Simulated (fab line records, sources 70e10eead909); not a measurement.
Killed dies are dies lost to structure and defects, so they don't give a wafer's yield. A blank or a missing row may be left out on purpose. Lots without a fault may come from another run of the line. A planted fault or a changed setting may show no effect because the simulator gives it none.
fab line records | flow nand_harc
record lots=12 wafers=36 last_day=25
route steps=1159 shown P_STI@88 P_GATE@131 END@1159
lots that met no fault: from a run of the same line without faults
start_h: hours from the record's first day to the start of the lot's first wafer shown | wait_h: hours since the lot's step before | " the same as in the row above | L1.1+2: a row that stands for several wafers | - no value, or no start given | * or withheld: withheld | < > ~ a bound
route shown NAME@n: a module of which the file shows steps, and the number in the route of the first | usual: mean/standard deviation of fault-free wafers | same: alike in all rows | chamber/n: place in a boat | sites: the reading at each site | _std_site: their standard deviation | _edge_site: outer sites' mean less inner sites' | radius_mm: how far each site lies from the wafer's centre | mask NAME#n: copy n | behind: the tool/chamber that last shaped the wafer | hold: why the lot was held/for how many hours/how that ended | device: the transistor (n, p or np) that didn't switch | end of line: the same wafers' tests at the end of the route | a step without rows: its recipe alone | killed: dies lost to structure and defects at the first sort, not the wafer's yield | map: a wafer's dies, x killed, . not, _ none there
set.NAME: the setting as run; set.NAME@STEP: as run at that earlier step | model.NAME: the simulator's own value behind a step, which no gauge read
steps of the route over a sample of lots; a table a step, a row a wafer
services: from which hour (start_h, from the record's first day; less than 0 if before it) a tool's chamber was out of use, for how many hours, and why
## steps
# step NHARC_P_STI_ETCH_42
# recipe target_depth_a=800 overetch_a=240 time_s=61 ion_energy_ev=200 n2_flow_sccm=150 h2_flow_sccm=150 ar_flow_sccm=0 rf_w=400 bias_w=150 chemistry=N2/H2
# usual drypump_motor_current_A=5.9/0.41 oes_product_au=0.999/0.013 rf_vpp_V=430.3/1.9 showerhead_plenum_p_Torr=2.03/0.062 throttle_valve_pct=14.172/0.0081
# columns lot.wafer tool chamber start_h wait_h drypump_motor_current_A oes_product_au rf_hours_counter_h rf_vpp_V showerhead_plenum_p_Torr throttle_valve_pct
L509.1 rie_diel-09 0 39.80 0.1 5.2 0.988 3 430.9 2.00 14.180
L509.2 " 1 " " 5.7 0.994 3 432.1 2.10 14.177
L509.5 " 3 " " 5.9 0.995 - 428.6 1.96 14.174
L510.1 rie_diel-05 0 39.98 0.1 5.8 0.997 2 428.3 1.97 14.157
L510.3 " 1 " " 6.5 0.976 3 432.0 2.12 14.165
L510.6 " 2 " " 6.4 0.996 - 431.6 2.05 14.158
L511.2 rie_diel-05 3 52.00 0.1 5.8 0.990 3 429.9 2.01 14.167
L511.3 " 0 " " 5.7 1.006 3 427.3 1.97 14.180
L511.5 " 3 " " 5.8 0.990 - 429.7 2.01 14.174
L512.2 rie_diel-05 2 52.16 0.1 6.5 0.988 3 430.4 2.05 14.158
L512.3 " 1 " " 6.6 0.990 3 432.9 2.12 14.183
L512.5 " 3 " " 5.8 0.989 - 428.0 2.01 14.173
L513.2 rie_diel-06 2 60.30 0.1 5.7 1.003 5 433.7 2.10 14.162
L513.3 " 0 " " 5.9 1.016 5 430.2 2.01 14.167
L513.5 " 2 " " 5.6 1.001 - 432.5 2.10 14.182
L514.3 rie_diel-09 3 65.29 0.1 5.9 1.010 3 429.4 1.96 14.173
L514.4 " 0 " " 5.2 0.986 4 429.1 2.00 14.171
L514.5 " 3 " " 5.9 1.000 - 428.5 1.96 14.178
L515.1 rie_diel-05 3 72.52 0.4 5.8 0.978 5 430.9 2.01 14.170
L515.4 " 1 " " 6.6 0.975 5 433.5 2.12 14.162
L515.6 " 0 " " 5.8 1.007 - 428.2 1.97 14.160
L520.1 rie_diel-06 0 100.91 0.1 5.8 1.011 1 429.0 2.01 14.174
L520.3 " 1 " " 6.2 1.021 1 430.2 2.05 14.169
L520.6 " 0 " " 5.8 1.026 - 430.3 2.01 14.176
L521.3 rie_diel-05 2 109.04 0.1 6.5 1.004 7 429.7 2.04 14.172
L521.4 " 0 " " 5.8 1.013 7 427.7 1.97 14.184
L521.6 " 2 " " 6.5 1.007 - 431.7 2.04 14.176
L527.3 rie_diel-05 3 149.76 0.1 5.8 0.967 10 429.5 2.01 14.175
L527.4 " 0 " " 5.8 1.006 10 426.9 1.97 14.175
L527.5 " 2 " " 6.4 1.008 - 429.5 2.04 14.164
L531.4 rie_diel-09 0 164.39 0.1 5.2 0.997 1 428.5 2.00 14.169
L531.3 " 2 " " 5.3 1.012 2 433.3 2.20 14.169
L531.6 " 0 " " 5.2 0.991 - 428.2 1.99 14.177
L532.3 rie_diel-05 0 175.03 0.1 5.7 0.997 0 428.9 1.97 14.160
L532.6 " 0 " " 5.7 0.997 - 426.7 1.97 14.167
L532.5 " 1 " " 6.5 1.004 - 431.8 2.12 14.185
# step NHARC_P_STI_ETCH_15
# recipe target_depth_a=3000 taper_deg=4 time_s=100.1 hbr_flow_sccm=150 cl2_flow_sccm=50 rf_w=400 icp_w=400 bias_w=100 chemistry=HBr/Cl2
# usual drypump_motor_current_A=5.6/0.39 hbr_flow_sccm=149.9/0.38 oes_product_au=1.000/0.0096 throttle_valve_pct=26.405/0.0093
# columns lot.wafer tool chamber start_h wait_h drypump_motor_current_A hbr_flow_sccm oes_product_au rf_hours_counter_h throttle_valve_pct
L509.2 rie_si-03 1 39.99 - 5.2 149.6 0.994 0.2 26.402
L509.1 " 2 " " 5.4 149.7 1.001 0.3 26.397
L509.5 " 2 " " 5.4 149.8 1.006 - 26.384
L510.1 rie_si-01 0 40.17 - 6.0 149.4 1.012 0.7 26.395
L510.3 " 3 " " 5.6 150.1 1.014 0.5 26.403
L510.6 " 0 " " 6.0 150.0 1.007 - 26.397
L511.2 rie_si-06 1 52.24 - 6.1 150.3 0.992 0.2 26.408
L511.3 " 3 " " 6.2 149.6 1.007 0.2 26.402
L511.5 " 2 " " 5.0 149.6 1.014 - 26.399
L512.2 rie_si-03 1 52.36 - 5.2 149.6 0.989 0.3 26.416
L512.3 " 2 " " 5.4 149.9 0.999 0.4 26.394
L512.5 " 0 " " 5.1 149.3 0.998 - 26.432
L513.3 rie_si-06 2 60.49 - 5.0 150.2 1.005 0.3 26.396
L513.2 " 3 " " 6.2 150.4 0.991 0.3 26.407
L513.5 " 2 " " 5.0 150.1 0.997 - 26.401
L514.4 rie_si-03 3 65.50 - 5.8 150.0 1.001 0.5 26.418
L514.3 " 1 " " 5.2 150.3 0.995 0.5 26.401
L514.5 " 2 " " 5.4 149.8 1.002 - 26.396
L515.4 rie_si-06 2 72.71 - 5.0 149.6 1.009 0.4 26.403
L515.1 " 3 " " 6.2 150.1 1.005 0.4 26.408
L515.6 " 3 " " 6.2 149.9 0.999 - 26.417
L520.1 rie_si-01 1 101.12 - 5.6 149.8 0.994 1.1 26.401
L520.3 " 3 " " 5.6 150.1 1.004 1.0 26.391
L520.6 " 0 " " 6.0 149.9 1.008 - 26.407
L521.3 rie_si-06 0 109.26 - 5.6 149.6 0.999 0.7 26.418
L521.4 " 1 " " 6.0 150.4 0.999 0.6 26.419
L521.6 " 3 " " 6.2 150.5 0.996 - 26.398
L527.4 rie_si-03 0 149.95 - 5.0 149.8 1.004 1.0 26.424
L527.3 " 1 " " 5.2 149.4 0.988 1.0 26.391
L527.5 " 3 " " 5.8 149.5 0.988 - 26.404
L531.4 rie_si-06 3 164.58 - 6.2 149.9 1.001 1.2 26.397
L531.3 " 0 " " 5.7 149.6 0.989 1.1 26.405
L531.6 " 0 " " 5.7 150.2 0.989 - 26.396
L532.3 rie_si-06 0 175.26 - 5.6 149.9 0.992 1.2 26.405
L532.5 " 2 " " 5.0 149.7 1.011 - 26.412
L532.6 " 3 " " 6.2 149.4 1.002 - 26.405
# step NHARC_P_GATE_HM_DEP_102
# recipe target_thk_a=1200 temp_c=400 material=aC
# usual throttle_valve_pct=35.000/0.0089
# columns lot.wafer tool chamber start_h wait_h throttle_valve_pct
L510.1 acl_dep-03 0 90.78 0.9 35.003
L510.3 " 0 " " 35.012
L510.6 " 0 " " 35.001
L509.1 acl_dep-02 0 90.95 1.1 35.020
L509.2 " 0 " " 35.003
L509.5 " 0 " " 34.992
L512.2 acl_dep-01 0 107.19 0.5 35.000
L512.3 " 0 " " 34.998
L512.5 " 0 " " 35.005
L513.2 acl_dep-02 0 107.19 0.5 35.012
L513.3 " 0 " " 35.000
L513.5 " 0 " " 35.016
L511.2 acl_dep-03 0 107.19 0.5 34.996
L511.3 " 0 " " 34.998
L511.5 " 0 " " 34.998
L514.3 acl_dep-02 0 120.92 2.1 35.008
L514.4 " 0 " " 35.002
L514.5 " 0 " " 34.988
L514.3 acl_dep-02 0 122.20 1.2 35.001
L514.4 " 0 " " 35.013
L514.5 " 0 " " 34.998
L515.1 acl_dep-02 0 121.35 2.5 35.009
L515.4 " 0 " " 35.015
L515.6 " 0 " " 34.997
L520.1 acl_dep-02 0 155.36 0.4 35.006
L520.3 " 0 " " 35.005
L520.6 " 0 " " 35.007
L520.1 acl_dep-02 0 156.54 1.1 35.009
L520.3 " 0 " " 34.992
L520.6 " 0 " " 34.987
L521.3 acl_dep-03 0 168.76 2.5 35.003
L521.4 " 0 " " 35.002
L521.6 " 0 " " 35.009
L527.3 acl_dep-02 0 202.87 1.0 35.004
L527.4 " 0 " " 35.000
L527.5 " 0 " " 34.999
L531.3 acl_dep-02 0 214.35 1.2 35.015
L531.4 " 0 " " 35.008
L531.6 " 0 " " 35.004
L532.3 acl_dep-02 0 226.03 0.9 35.015
L532.5 " 0 " " 35.007
L532.6 " 0 " " 34.984
# step NHARC_P_GATE_ETCH_104
# recipe target_depth_a=600 time_s=withheld cf4_flow_sccm=100 chf3_flow_sccm=30 ar_flow_sccm=0 rf_w=500 bias_w=200 chemistry=CF4/CHF3
# usual drypump_motor_current_A=5.8/0.42 oes_product_au=0.944/0.02 rf_vpp_V=370.6/2 showerhead_plenum_p_Torr=1.57/0.056 throttle_valve_pct=16.803/0.0094
# columns lot.wafer tool chamber start_h wait_h drypump_motor_current_A oes_product_au rf_vpp_V showerhead_plenum_p_Torr throttle_valve_pct
L510.3 rie_diel-11 2 92.40 0.1 6.1 0.942 371.8 1.60 16.793
L510.1 " 3 " " 6.6 0.948 371.9 1.62 16.804
L510.6 " 1 " " 6.1 0.960 370.8 1.57 16.807
L509.1 rie_diel-10 2 92.59 0.1 5.2 0.968 372.8 1.63 16.791
L509.2 " 3 " " 5.7 0.962 371.6 1.62 16.803
L509.5 " 0 " " 5.8 0.973 370.5 1.59 16.788
L512.3 rie_diel-10 0 108.56 0.1 5.7 0.925 372.3 1.59 16.819
L512.2 " 2 " " 5.2 0.927 371.9 1.62 16.814
L512.5 " 1 " " 5.1 0.930 367.9 1.51 16.798
L513.2 rie_diel-10 2 108.91 0.2 5.2 0.931 371.2 1.62 16.805
L513.3 " 1 " " 5.2 0.918 368.3 1.51 16.784
L513.5 " 2 " " 5.2 0.930 374.0 1.62 16.802
L511.2 rie_diel-10 3 108.94 0.1 5.7 0.933 372.2 1.62 16.798
L511.3 " 0 " " 5.7 0.940 370.1 1.59 16.808
L511.5 " 1 " " 5.2 0.926 368.6 1.51 16.809
L515.1 rie_diel-11 1 122.83 0.1 6.1 0.968 371.1 1.57 16.808
L515.4 " 0 " " 6.1 0.957 369.3 1.49 16.806
L515.6 " 1 " " 6.1 0.973 370.4 1.57 16.814
L514.3 rie_diel-10 3 123.56 0.2 5.7 0.930 371.6 1.62 16.804
L514.4 " 0 " " 5.7 0.941 371.3 1.58 16.798
L514.5 " 2 " " 5.1 0.922 372.1 1.62 16.794
L520.3 rie_diel-11 3 159.30 0.1 6.5 0.931 371.8 1.62 16.802
L520.1 " 2 " " 6.0 0.944 370.9 1.59 16.800
L520.6 " 3 " " 6.5 0.931 371.1 1.62 16.793
L521.3 rie_diel-08 0 170.04 0.1 5.8 0.920 370.4 1.57 16.791
L521.4 " 1 " " 6.5 0.936 373.3 1.66 16.803
L521.6 " 0 " " 5.8 0.928 371.5 1.57 16.806
L527.4 rie_diel-08 0 204.28 0.1 5.8 0.955 370.5 1.57 16.813
L527.3 " 1 " " 6.5 0.967 375.3 1.66 16.799
L527.5 " 0 " " 5.8 0.959 370.3 1.56 16.801
L531.4 rie_diel-10 0 215.90 0.2 5.7 0.933 371.3 1.58 16.803
L531.3 " 1 " " 5.2 0.939 370.4 1.50 16.807
L531.6 " 3 " " 5.7 0.974 371.1 1.61 16.805
L532.3 rie_diel-08 1 227.53 0.1 6.5 0.930 375.8 1.66 16.789
L532.5 " 1 " " 6.5 0.924 374.1 1.66 16.789
L532.6 " 2 " " 5.8 0.936 366.9 1.47 16.793
# step NHARC_END_SORT_01
# recipe temp_c=25
# usual killed_at_array=29/11 killed_at_other=0.6/0.75 killed_at_periphery=3.1/2.1 killed_dies=32/11 killed_open=3.0/1.8 killed_short=1.8/1.3
# same gross_dies=677
# columns lot.wafer tool chamber start_h wait_h killed_at_array killed_at_other killed_at_periphery killed_dies killed_open killed_short
L510.1 prober-02 0 451.08 2.5 23 0 2 25 4 2
L510.3 prober-02 0 452.69 3.1 27 1 2 30 5 2
L510.6 prober-02 0 455.10 4.0 24 0 1 25 2 3
L513.2 prober-01 0 451.94 2.8 25 1 1 27 1 0
L513.3 prober-01 0 452.74 3.1 40 1 1 42 3 1
L513.5 prober-01 0 454.33 3.7 32 0 1 33 2 1
L512.2 prober-02 0 459.77 2.8 31 0 6 37 7 4
L512.3 prober-02 0 460.56 3.1 18 0 3 21 2 1
L512.5 prober-02 0 462.15 3.7 26 0 4 30 5 2
L509.1 prober-01 0 466.83 2.6 10 0 2 12 1 0
L509.2 prober-01 0 467.63 2.9 11 0 8 19 4 5
L509.5 prober-01 0 470.02 3.7 14 1 4 19 5 1
L511.2 prober-02 0 467.54 2.8 13 0 7 20 4 2
L511.3 prober-02 0 468.33 3.1 14 0 4 18 2 1
L511.5 prober-02 0 469.92 3.7 22 0 0 22 1 4
L515.1 prober-02 0 474.59 2.6 31 0 5 36 3 0
L515.4 prober-02 0 477.00 3.4 33 0 2 35 2 2
L515.6 prober-02 0 478.60 4.0 40 1 6 47 3 4
L520.1 prober-01 0 498.51 2.5 27 0 0 27 1 1
L520.3 prober-01 0 500.12 3.1 31 0 2 33 3 0
L520.6 prober-01 0 502.54 4.0 26 1 0 27 0 1
L521.3 prober-02 0 516.42 3.1 16 0 3 19 5 2
L521.4 prober-02 0 517.23 3.4 13 0 1 14 0 1
L521.6 prober-02 0 518.85 4.1 12 0 3 15 4 2
L527.3 prober-01 0 549.39 3.1 24 0 0 24 4 2
L527.4 prober-01 0 550.18 3.4 21 1 5 27 11 0
L527.5 prober-01 0 550.97 3.7 17 0 4 21 6 1
L531.3 prober-01 0 562.79 3.1 22 1 7 30 4 3
L531.4 prober-01 0 563.58 3.4 34 2 1 37 1 2
L531.6 prober-01 0 565.17 4.0 29 0 2 31 3 0
L532.3 prober-02 0 591.10 3.1 23 2 3 28 1 1
L532.5 prober-02 0 592.70 3.7 27 0 7 34 5 2
L532.6 prober-02 0 593.50 4.0 21 1 7 29 6 1
# killed by level:class
L510.1 A_CHANNEL_HOLE_D1:chamber_film_flake=10 A_CONTACT:chamber_film_flake=5 A_SLIT:chamber_film_flake=3 A_CONTACT:geometric_particle:open=2 P_CONTACT:geometric_particle:open=1 P_M1:geometric_particle:short=1 A_CHANNEL_HOLE_D1:geometric_particle:short=1 A_M0:geometric_particle:open=1
L513.2 A_SLIT:chamber_film_flake=13 A_CHANNEL_HOLE_D1:chamber_film_flake=8 A_CONTACT:chamber_film_flake=2 A_WL_FILL:geometric_particle:open=1 P_STI:chamber_film_flake=1 A_WL_FILL:chamber_film_flake=1 THIN_TSV:chamber_film_flake=1
L510.3 A_CHANNEL_HOLE_D1:chamber_film_flake=13 A_CONTACT:chamber_film_flake=4 A_SLIT:chamber_film_flake=3 A_WL_FILL:geometric_particle:open=2 A_CONTACT:geometric_particle:open=2 A_ZERO_WELL:chamber_film_flake=2 P_M0:geometric_particle:open=1 P_M0:geometric_particle:short=1
L513.3 A_SLIT:chamber_film_flake=14 A_CHANNEL_HOLE_D1:chamber_film_flake=13 A_WL_FILL:chamber_film_flake=8 A_CONTACT:chamber_film_flake=2 P_GATE:geometric_particle:open=1 A_CONTACT:geometric_particle:open=1 A_BLC:geometric_particle:open=1 A_M0:geometric_particle:short=1
L513.5 A_CHANNEL_HOLE_D1:chamber_film_flake=15 A_SLIT:chamber_film_flake=12 A_CHANNEL_FILL_D1:geometric_particle:short=1 A_BLC:geometric_particle:open=1 A_M0:geometric_particle:open=1 P_ZERO_WELL:chamber_film_flake=1 A_WL_FILL:chamber_film_flake=1 A_CONTACT:chamber_film_flake=1
L510.6 A_CHANNEL_HOLE_D1:chamber_film_flake=9 A_SLIT:chamber_film_flake=4 A_CONTACT:chamber_film_flake=4 A_CONTACT:geometric_particle:open=2 A_ONON_D1:geometric_particle:short=1 A_SGD_CUT:geometric_particle:short=1 A_CONTACT:geometric_particle:short=1 P_ZERO_WELL:chamber_film_flake=1
L512.2 A_SLIT:chamber_film_flake=16 A_CONTACT:chamber_film_flake=3 A_SGD_CUT:geometric_particle:open=2 A_WL_FILL:geometric_particle:short=2 P_GATE:chamber_film_flake=2 A_CHANNEL_FILL_D1:chamber_film_flake=2 P_STI:geometric_particle:open=1 P_M0:geometric_particle:open=1
L512.3 A_SLIT:chamber_film_flake=9 A_CONTACT:geometric_particle:open=2 P_GATE:chamber_film_flake=2 A_CHANNEL_HOLE_D1:chamber_film_flake=2 A_CONTACT:chamber_film_flake=2 P_CONTACT:geometric_particle:short=1 A_ZERO_WELL:chamber_film_flake=1 A_STAIRCASE:chamber_film_flake=1
L512.5 A_SLIT:chamber_film_flake=11 A_CHANNEL_HOLE_D1:chamber_film_flake=5 P_M0:geometric_particle:open=2 A_CONTACT:chamber_film_flake=2 A_ONON_D1:geometric_particle:short=1 A_ONON_D1:geometric_particle:open=1 A_WL_FILL:geometric_particle:short=1 A_CONTACT:geometric_particle:open=1
L509.1 A_CHANNEL_HOLE_D1:chamber_film_flake=3 A_STAIRCASE:chamber_film_flake=2 A_M1:geometric_particle:open=1 P_M0:chamber_film_flake=1 P_M2:chamber_film_flake=1 A_ZERO_WELL:chamber_film_flake=1 A_CHANNEL_FILL_D1:chamber_film_flake=1 A_SLIT:chamber_film_flake=1
L511.2 A_CHANNEL_HOLE_D1:chamber_film_flake=8 P_CONTACT:geometric_particle:open=3 A_CONTACT:chamber_film_flake=3 P_CONTACT:chamber_film_flake=2 P_GATE:geometric_particle:short=1 P_CONTACT:geometric_particle:short=1 A_M0:geometric_particle:open=1 A_WL_FILL:chamber_film_flake=1
L509.2 P_STI:chamber_film_flake=3 A_CONTACT:chamber_film_flake=3 P_STI:geometric_particle:open=1 P_CONTACT:geometric_particle:open=1 P_CONTACT:geometric_particle:short=1 P_M1:geometric_particle:open=1 A_ONON_D1:geometric_particle:short=1 A_CHANNEL_FILL_D1:geometric_particle:short=1
L511.3 A_CHANNEL_HOLE_D1:chamber_film_flake=10 A_CONTACT:chamber_film_flake=2 P_CONTACT:geometric_particle:open=1 A_STAIRCASE:geometric_particle:short=1 A_SGD_CUT:geometric_particle:open=1 P_ZERO_WELL:chamber_film_flake=1 P_STI:chamber_film_flake=1 P_CONTACT:chamber_film_flake=1
L511.5 A_CHANNEL_HOLE_D1:chamber_film_flake=13 A_WL_FILL:chamber_film_flake=2 A_ONON_D1:geometric_particle:short=1 A_CHANNEL_HOLE_D1:geometric_particle:open=1 A_STAIRCASE:geometric_particle:short=1 A_WL_FILL:geometric_particle:short=1 A_CONTACT:geometric_particle:short=1 A_STAIRCASE:chamber_film_flake=1
L509.5 A_WL_FILL:chamber_film_flake=4 P_M2:chamber_film_flake=2 A_CONTACT:chamber_film_flake=2 P_CONTACT:geometric_particle:open=1 A_SOURCE_PLATE:geometric_particle:short=1 A_ONON_D1:geometric_particle:open=1 A_BLC:geometric_particle:open=1 A_M0:geometric_particle:open=1
L515.1 A_CHANNEL_HOLE_D1:chamber_film_flake=13 A_SLIT:chamber_film_flake=9 A_CONTACT:chamber_film_flake=6 P_M0:chamber_film_flake=3 P_STI:geometric_particle:open=1 P_M0:geometric_particle:open=1 A_CONTACT:geometric_particle:open=1 A_CHANNEL_FILL_D1:chamber_film_flake=1
L515.4 A_CHANNEL_HOLE_D1:chamber_film_flake=10 A_SLIT:chamber_film_flake=10 A_CONTACT:chamber_film_flake=5 A_ONON_D1:geometric_particle:short=1 A_WL_FILL:geometric_particle:short=1 A_WL_FILL:geometric_particle:open=1 A_M0:geometric_particle:open=1 P_GATE:chamber_film_flake=1
L515.6 A_CHANNEL_HOLE_D1:chamber_film_flake=14 A_SLIT:chamber_film_flake=9 P_M0:chamber_film_flake=3 A_STAIRCASE:chamber_film_flake=3 A_WL_FILL:chamber_film_flake=3 A_ZERO_WELL:chamber_film_flake=2 A_CHANNEL_FILL_D1:chamber_film_flake=2 P_CONTACT:geometric_particle:open=1
L520.1 A_SLIT:chamber_film_flake=15 A_CHANNEL_HOLE_D1:chamber_film_flake=6 A_CONTACT:chamber_film_flake=3 A_WL_FILL:geometric_particle:short=1 A_M1:geometric_particle:open=1 A_STAIRCASE:chamber_film_flake=1
L520.3 A_SLIT:chamber_film_flake=16 A_CONTACT:chamber_film_flake=6 A_CHANNEL_HOLE_D1:chamber_film_flake=4 A_STAIRCASE:chamber_film_flake=3 A_M0:geometric_particle:open=2 P_CONTACT:geometric_particle:open=1 P_BONDPAD:chamber_film_flake=1
L520.6 A_SLIT:chamber_film_flake=11 A_CONTACT:chamber_film_flake=6 A_CHANNEL_HOLE_D1:chamber_film_flake=5 A_M1:geometric_particle:short=1 A_ZERO_WELL:chamber_film_flake=1 A_CHANNEL_FILL_D1:chamber_film_flake=1 A_STAIRCASE:chamber_film_flake=1 THIN_TSV:chamber_film_flake=1
L521.3 A_CHANNEL_HOLE_D1:chamber_film_flake=5 A_STAIRCASE:chamber_film_flake=5 P_M0:geometric_particle:open=2 P_M2:geometric_particle:open=1 A_CHANNEL_FILL_D1:geometric_particle:short=1 A_SGD_CUT:geometric_particle:open=1 A_CONTACT:geometric_particle:open=1 A_BLC:geometric_particle:short=1
L521.4 A_CHANNEL_HOLE_D1:chamber_film_flake=5 A_STAIRCASE:chamber_film_flake=5 A_ONON_D1:geometric_particle:short=1 P_BONDPAD:chamber_film_flake=1 A_CONTACT:chamber_film_flake=1 A_BLC:chamber_film_flake=1
L521.6 A_STAIRCASE:chamber_film_flake=4 A_CHANNEL_HOLE_D1:chamber_film_flake=3 A_CHANNEL_FILL_D1:geometric_particle:short=2 P_GATE:geometric_particle:open=1 P_CONTACT:geometric_particle:open=1 P_M0:geometric_particle:open=1 A_CONTACT:geometric_particle:open=1 A_ZERO_WELL:chamber_film_flake=1
L527.3 A_CHANNEL_HOLE_D1:chamber_film_flake=11 A_STAIRCASE:chamber_film_flake=5 A_CHANNEL_FILL_D1:geometric_particle:open=3 A_CONTACT:chamber_film_flake=2 A_CHANNEL_FILL_D1:geometric_particle:short=1 A_CONTACT:geometric_particle:open=1 A_M1:geometric_particle:short=1
L527.4 A_CONTACT:chamber_film_flake=5 A_CHANNEL_HOLE_D1:chamber_film_flake=4 P_CONTACT:geometric_particle:open=3 A_STAIRCASE:chamber_film_flake=3 A_CONTACT:geometric_particle:open=2 P_GATE:geometric_particle:open=1 A_SOURCE_PLATE:geometric_particle:open=1 A_CHANNEL_FILL_D1:geometric_particle:open=1
L527.5 A_CHANNEL_HOLE_D1:chamber_film_flake=7 A_CONTACT:chamber_film_flake=5 P_CONTACT:geometric_particle:open=3 A_STAIRCASE:chamber_film_flake=2 P_STI:geometric_particle:open=1 A_CHANNEL_FILL_D1:geometric_particle:short=1 A_CONTACT:geometric_particle:open=1 A_BLC:geometric_particle:open=1
L531.3 A_CHANNEL_HOLE_D1:chamber_film_flake=10 A_CONTACT:chamber_film_flake=4 P_GATE:geometric_particle:open=2 A_ONON_D1:geometric_particle:short=2 A_STAIRCASE:chamber_film_flake=2 A_M1:chamber_film_flake=2 P_STI:geometric_particle:short=1 P_M0:geometric_particle:open=1
L531.4 A_STAIRCASE:chamber_film_flake=13 A_CHANNEL_HOLE_D1:chamber_film_flake=9 A_CONTACT:chamber_film_flake=4 A_M1:chamber_film_flake=3 A_ONON_D1:geometric_particle:short=1 A_CONTACT:geometric_particle:open=1 P_M1:chamber_film_flake=1 STARTING-WAFER:geometric_particle:short=1
L531.6 A_STAIRCASE:chamber_film_flake=10 A_CONTACT:chamber_film_flake=7 A_CHANNEL_HOLE_D1:chamber_film_flake=6 A_BLC:chamber_film_flake=2 P_CONTACT:geometric_particle:open=1 P_M0:geometric_particle:open=1 A_CONTACT:geometric_particle:open=1 A_M1:chamber_film_flake=1
L532.3 A_CHANNEL_HOLE_D1:chamber_film_flake=9 A_SGD_CUT:chamber_film_flake=6 P_STI:chamber_film_flake=3 A_STAIRCASE:chamber_film_flake=3 A_CONTACT:chamber_film_flake=2 THIN_TSV:chamber_film_flake=2 A_CONTACT:geometric_particle:short=1 A_CONTACT:geometric_particle:open=1
L532.5 A_CHANNEL_HOLE_D1:chamber_film_flake=9 A_SGD_CUT:chamber_film_flake=6 A_CONTACT:chamber_film_flake=5 P_STI:chamber_film_flake=4 A_WL_FILL:geometric_particle:open=2 A_STAIRCASE:chamber_film_flake=2 P_M0:geometric_particle:open=1 P_M1:geometric_particle:short=1
L532.6 A_CHANNEL_HOLE_D1:chamber_film_flake=9 A_SGD_CUT:chamber_film_flake=5 P_STI:chamber_film_flake=4 A_CHANNEL_FILL_D1:geometric_particle:open=2 A_STAIRCASE:chamber_film_flake=2 P_CONTACT:geometric_particle:short=1 P_CONTACT:geometric_particle:open=1 P_M0:geometric_particle:open=1
## services
# columns tool chamber start_h hours kind
rie_diel-05 0 17.39 7.5 repair
rie_diel-10 3 25.27 1.8 repair
rie_diel-08 3 27.17 7.7 repair
rie_diel-05 - 36.61 0.4 repair
rie_diel-10 - 40.98 0.4 repair
acl_dep-03 - 42.00 13.0 pm
rie_diel-11 - 44.63 9.0 pm
rie_diel-08 1 51.22 32.3 repair
rie_diel-05 0 55.66 14.5 repair
rie_si-06 1 59.66 1.7 repair
rie_diel-05 2 60.08 9.6 repair
rie_diel-11 2 73.78 2.5 repair
rie_diel-10 - 80.33 0.1 repair
rie_si-03 1 88.66 2.0 repair
rie_si-03 - 155.00 9.0 pm
rie_diel-05 - 163.60 9.0 pm
acl_dep-02 - 167.71 13.0 pm
rie_diel-10 - 169.31 2.4 repair
rie_diel-10 - 176.51 9.0 pm
rie_si-06 - 183.00 9.0 pm
rie_si-03 1 193.63 1.8 repair
rie_diel-10 0 205.61 9.2 repair
rie_diel-10 - 213.33 0.7 repair
rie_si-06 0 214.35 7.6 repair
## key
first_sign step=NHARC_P_GATE_HM_DEP_102 reading=visit direction=added
effect none on later readings
met_at NHARC_P_GATE_HM_DEP_102
struck_lots L514,L520
rows_end L514.3,L514.4,L514.5
tester_left_out L520
not_acting_at NHARC_P_STI_ETCH_42,NHARC_P_STI_ETCH_15,NHARC_P_GATE_ETCH_104
fault kind=repeated_step_whole tool=acl_dep-01,acl_dep-02,acl_dep-03 chamber=- onset_h=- steps=NHARC_P_GATE_HM_DEP_102 times=1 scope=struck_lots_only
# tester_left_out: of these lots the tester's yield and bins aren't shown, on N5 and GAA mostly nor the transistor test; their killed dies are dies lost to structure and defects alone, not to doping, threshold or leakage, so they don't give the yield
# rows_end: these wafers met a further fault down the route, and their rows from its step on are left out
